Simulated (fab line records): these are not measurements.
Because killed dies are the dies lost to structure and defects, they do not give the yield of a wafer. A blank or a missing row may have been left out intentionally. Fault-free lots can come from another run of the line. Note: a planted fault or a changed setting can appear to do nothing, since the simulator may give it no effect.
Lot-split experiment :: flow n5Finfet :: route with 1938 steps; 7 lots, 21 wafers read

## THE SPLIT
At N5_BEOL_M1_PECVD_72 (deposits SiO2 from TEOS/O2, target thk 16 nm, time 18 s), the setting timeS was moved away from the recipe's 18 s on 5 of the 21 wafers read, by -8.2% to +11.9%. All remaining wafers had this setting at the recipe value.

Reading taken at the split's own step.

## THE READING
SiO2_of_BEOL_M1_PECVD_72.thkNm (the simulator's own value, which no gauge read), in nm, at N5_BEOL_M1_PECVD_72 (deposits SiO2 from TEOS/O2, target thk 16 nm, time 18 s). No usual value for it is given in the file. Here, 16 wafers ran the recipe; their average is 16.0 nm with a standard deviation of 0.28 nm.

wafer: L074.1
tool, chamber at the split: pecvd-04, 2
timeS as run, s: 18
against the recipe: recipe
SiO2_of_BEOL_M1_PECVD_72.thkNm, nm: 15.6
against lot-mates on the recipe: -

wafer: L074.2
tool, chamber at the split: pecvd-04, 0,1
timeS as run, s: 18
against the recipe: recipe
SiO2_of_BEOL_M1_PECVD_72.thkNm, nm: 15.8
against lot-mates on the recipe: -

wafer: L074.3
tool, chamber at the split: pecvd-04, 0,1
timeS as run, s: 18
against the recipe: recipe
SiO2_of_BEOL_M1_PECVD_72.thkNm, nm: 15.8
against lot-mates on the recipe: -

wafer: L076.1
tool, chamber at the split: pecvd-04, 0,2
timeS as run, s: 18
against the recipe: recipe
SiO2_of_BEOL_M1_PECVD_72.thkNm, nm: 15.8
against lot-mates on the recipe: -

wafer: L076.2
tool, chamber at the split: pecvd-04, 0,2
timeS as run, s: 18
against the recipe: recipe
SiO2_of_BEOL_M1_PECVD_72.thkNm, nm: 15.8
against lot-mates on the recipe: -

wafer: L076.4
tool, chamber at the split: pecvd-04, 1
timeS as run, s: 18
against the recipe: recipe
SiO2_of_BEOL_M1_PECVD_72.thkNm, nm: 16.2
against lot-mates on the recipe: -

wafer: L078.2
tool, chamber at the split: pecvd-03, 1
timeS as run, s: 18
against the recipe: recipe
SiO2_of_BEOL_M1_PECVD_72.thkNm, nm: 16.2
against lot-mates on the recipe: -

wafer: L078.3
tool, chamber at the split: pecvd-03, 2
timeS as run, s: 18
against the recipe: recipe
SiO2_of_BEOL_M1_PECVD_72.thkNm, nm: 15.6
against lot-mates on the recipe: -

wafer: L078.6
tool, chamber at the split: pecvd-03, 1
timeS as run, s: 18
against the recipe: recipe
SiO2_of_BEOL_M1_PECVD_72.thkNm, nm: 16.4
against lot-mates on the recipe: -

wafer: L082.1
tool, chamber at the split: pecvd-04, 0
timeS as run, s: 18
against the recipe: recipe
SiO2_of_BEOL_M1_PECVD_72.thkNm, nm: 15.8
against lot-mates on the recipe: -

wafer: L082.3
tool, chamber at the split: pecvd-04, 1
timeS as run, s: 18
against the recipe: recipe
SiO2_of_BEOL_M1_PECVD_72.thkNm, nm: 16
against lot-mates on the recipe: -

wafer: L082.4
tool, chamber at the split: pecvd-04, 0
timeS as run, s: 20.15
against the recipe: +11.9%
SiO2_of_BEOL_M1_PECVD_72.thkNm, nm: 18
against lot-mates on the recipe: +2.1

wafer: L084.2
tool, chamber at the split: pecvd-01, 1
timeS as run, s: 18
against the recipe: recipe
SiO2_of_BEOL_M1_PECVD_72.thkNm, nm: 15.6
against lot-mates on the recipe: -

wafer: L084.3
tool, chamber at the split: pecvd-01, 2
timeS as run, s: 18
against the recipe: recipe
SiO2_of_BEOL_M1_PECVD_72.thkNm, nm: 16.4
against lot-mates on the recipe: -

wafer: L084.5
tool, chamber at the split: pecvd-01, 1
timeS as run, s: 18
against the recipe: recipe
SiO2_of_BEOL_M1_PECVD_72.thkNm, nm: 16.2
against lot-mates on the recipe: -

wafer: L087.3
tool, chamber at the split: pecvd-04, 1
timeS as run, s: 18
against the recipe: recipe
SiO2_of_BEOL_M1_PECVD_72.thkNm, nm: 16.4
against lot-mates on the recipe: -

wafer: L087.4
tool, chamber at the split: pecvd-04, 0
timeS as run, s: 18
against the recipe: recipe
SiO2_of_BEOL_M1_PECVD_72.thkNm, nm: 15.8
against lot-mates on the recipe: -

wafer: L087.5
tool, chamber at the split: pecvd-04, 0
timeS as run, s: 16.53
against the recipe: -8.2%
SiO2_of_BEOL_M1_PECVD_72.thkNm, nm: 15
against lot-mates on the recipe: -1.1

wafer: L095.2
tool, chamber at the split: pecvd-01, 1
timeS as run, s: 19.79
against the recipe: +9.9%
SiO2_of_BEOL_M1_PECVD_72.thkNm, nm: 17.4
against lot-mates on the recipe: no lot-mate on the recipe

wafer: L095.4
tool, chamber at the split: pecvd-01, 1
timeS as run, s: 19.79
against the recipe: +9.9%
SiO2_of_BEOL_M1_PECVD_72.thkNm, nm: 17.6
against lot-mates on the recipe: no lot-mate on the recipe

wafer: L095.5
tool, chamber at the split: pecvd-01, 2
timeS as run, s: 19.79
against the recipe: +9.9%
SiO2_of_BEOL_M1_PECVD_72.thkNm, nm: 18
against lot-mates on the recipe: no lot-mate on the recipe
Rows listing several chambers each stand for several wafers; the file does not say which wafer went through which chamber.

THE FIT
A straight line over all 21 wafers: SiO2_of_BEOL_M1_PECVD_72.thkNm changes by +0.162 nm for each +1% of timeS; r = +0.94; the points scatter about the line by 0.29 nm.
The same after taking each lot's own level away (the mean of its wafers on the recipe; 18 wafers): +0.162 nm for each +1%; r = +0.91; scatter 0.26 nm.
The reading moves by 1.9 nm for the largest change in timeS, on that fit.
The span of the lots' own levels, 15.73 to 16.10 nm, comes to 1.3 times the standard deviation stated above.
Hence the lot-to-lot level has little effect on the slope; both slopes agree.
Check: +1.61 nm against its lot-mates is what the line predicts for one of the wafers moved furthest among these (+11.9%) when that wafer is left out of the fit. Against them it came out at +2.1 nm.

## OTHER SPLITS ON THESE WAFERS
Other splits were also applied to these wafers ahead of the reading. Each is held against what the fit with the lots' levels taken away leaves over:
other split on the same wafers: N5_MOL_CONTACT_COAG_EXPOSE_05 doseMj
wafers away from the commonest value: 11
r with SiO2_of_BEOL_M1_PECVD_72.thkNm (lot level and that fit taken away): +0.33

other split on the same wafers: N5_MOL_CONTACT_COAG_CONTACT_ETCH_14 sourceW
wafers away from the commonest value: 5
r with SiO2_of_BEOL_M1_PECVD_72.thkNm (lot level and that fit taken away): +0.48

other split on the same wafers: N5_MOL_CONTACT_COAG_CVD_140 targetThkA
wafers away from the commonest value: 7
r with SiO2_of_BEOL_M1_PECVD_72.thkNm (lot level and that fit taken away): +0.15

other split on the same wafers: N5_BEOL_M0_SAQP_PECVD_96 timeS
wafers away from the commonest value: 3
r with SiO2_of_BEOL_M1_PECVD_72.thkNm (lot level and that fit taken away): -0.24

other split on the same wafers: N5_BEOL_M0_SAQP_COAT_82 timeS
wafers away from the commonest value: 4
r with SiO2_of_BEOL_M1_PECVD_72.thkNm (lot level and that fit taken away): +0.00

other split on the same wafers: N5_BEOL_M1_ILD_DEP_00 timeS
wafers away from the commonest value: 6
r with SiO2_of_BEOL_M1_PECVD_72.thkNm (lot level and that fit taken away): -0.13

## FILE'S OWN FIT
SiO2_of_BEOL_M1_PECVD_72.thkNm changes by +0.163 nm for each +1% of timeS, r = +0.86.
